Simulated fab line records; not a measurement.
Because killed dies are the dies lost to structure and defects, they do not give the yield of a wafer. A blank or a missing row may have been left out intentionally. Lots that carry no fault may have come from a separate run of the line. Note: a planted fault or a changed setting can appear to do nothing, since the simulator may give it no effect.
Matching of chambers | flow nand-harc | NHARC_A_CHANNEL_HOLE_D1_ETCH_44 on rie-diel-10 has 4 sister chambers
The step etches the open film in CF4/O2, target depth 140 nm, overetch 14 nm, time 77 s. 8 wafers are shown with their chamber, then 9 later ones without.

== EACH WAFER AND ITS CHAMBER ==
wafer  | chamber | drypump-motor-current-A (A) | rf-vpp-V (V)
L422.3 | 1       | 5.4                         | 199.1
L422.6 | 1       | 5.4                         | 198.1
L424.5 | 2       | 6.0                         | 197.6
L424.6 | 3       | 6.3                         | 198.0
L426.1 | 0       | 5.9                         | 197.0
L426.2 | 2       | 6.0                         | 196.2
L426.5 | 3       | 6.2                         | 199.8
L427.1 | 0       | 5.9                         | 196.3

== WAFERS MISSING THEIR CHAMBER ==
wafer  | drypump-motor-current-A (A) | rf-vpp-V (V)
L427.4 | 6.2                         | 199.2
L427.5 | 6.0                         | 195.8
L435.5 | 6.0                         | 197.2
L435.6 | 5.4                         | 199.1
L437.1 | 6.0                         | 196.6
L437.6 | 5.4                         | 199.6
L439.1 | 5.4                         | 199.2
L439.3 | 6.2                         | 198.9
L439.6 | 6.2                         | 197.2

== WHICH CHAMBER EACH ONE RAN IN ==
wafer  | from the rows above     | in truth
L427.4 | 3                       | 3
L427.5 | can't be placed: 2 or 0 | 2
L435.5 | 2                       | 2
L435.6 | 1                       | 1
L437.1 | 2                       | 2
L437.6 | 1                       | 1
L439.1 | 1                       | 1
L439.3 | 3                       | 3
L439.6 | 3                       | 3
Placed correctly: 8 of 9. Cannot be placed on the basis of these rows: 1; the candidates contain the true chamber in 1. 0 placed wrongly.
How it was worked out, from the rows above alone: a wafer's distance from a chamber is the root of the sum, over the readings, of the square of ((its reading less the chamber's mean) divided by the reading's scatter). The wafer belongs to the nearest chamber; if the next one is less than 2 further off, it can't be placed. Each chamber's mean is taken over the wafers shown for it. How the scatter is found: for the shown wafers, subtract from each reading the mean of its chamber, square and add these, divide the total by (wafers less chambers), then take the root.
